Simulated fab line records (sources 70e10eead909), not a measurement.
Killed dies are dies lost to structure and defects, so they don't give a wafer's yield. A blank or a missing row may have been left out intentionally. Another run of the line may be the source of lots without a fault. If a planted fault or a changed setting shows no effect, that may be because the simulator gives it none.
Matching of chambers | flow nand harc | 3 sister chambers for NHARC_P_GATE_DEP_103 on pecvd-03
The step deposits SiON, target thk 30 nm. 6 wafers are shown with their chamber, then 9 later ones without.

WAFERS, EACH WITH ITS CHAMBER
wafer  | chamber | heater power w (W)
L078.3 | 2       | 661
L080.4 | 1       | 927
L080.5 | 2       | 706
L084.2 | 1       | 706
L084.3 | 0       | 671
L084.4 | 0       | 671

WAFERS WHOSE CHAMBER IS MISSING
wafer  | heater power w (W)
L084.1 | 659
L084.5 | 716
L084.6 | 662
L094.2 | 841
L094.3 | 749
L094.5 | 746
L095.3 | 813
L095.4 | 784
L095.5 | 697

EACH ONE'S CHAMBER
wafer  | from the rows above          | in truth
L084.1 | can't be placed: 0 or 2 or 1 | 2
L084.5 | can't be placed: 2 or 0 or 1 | 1
L084.6 | can't be placed: 0 or 2 or 1 | 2
L094.2 | can't be placed: 1 or 2 or 0 | 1
L094.3 | can't be placed: 2 or 1 or 0 | 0
L094.5 | can't be placed: 2 or 1 or 0 | 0
L095.3 | can't be placed: 1 or 2 or 0 | 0
L095.4 | can't be placed: 1 or 2 or 0 | 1
L095.5 | can't be placed: 2 or 0 or 1 | 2
0 of 9 placed correctly. These rows do not allow placing 9 (true chamber among the candidates in 9). Placed wrongly: 0.
How it was worked out, from the rows above alone: a wafer's distance from a chamber is the root of the sum, over the readings, of the square of ((its reading less the chamber's mean) divided by the reading's scatter). If the next closest chamber is less than 2 further off than the closest, the wafer can't be placed; otherwise it belongs to the closest. The mean given for a chamber averages the wafers shown for that chamber. The scatter: the root of (the sum of the squares of (reading less its chamber's mean) over the shown wafers, divided by (wafers less chambers)).
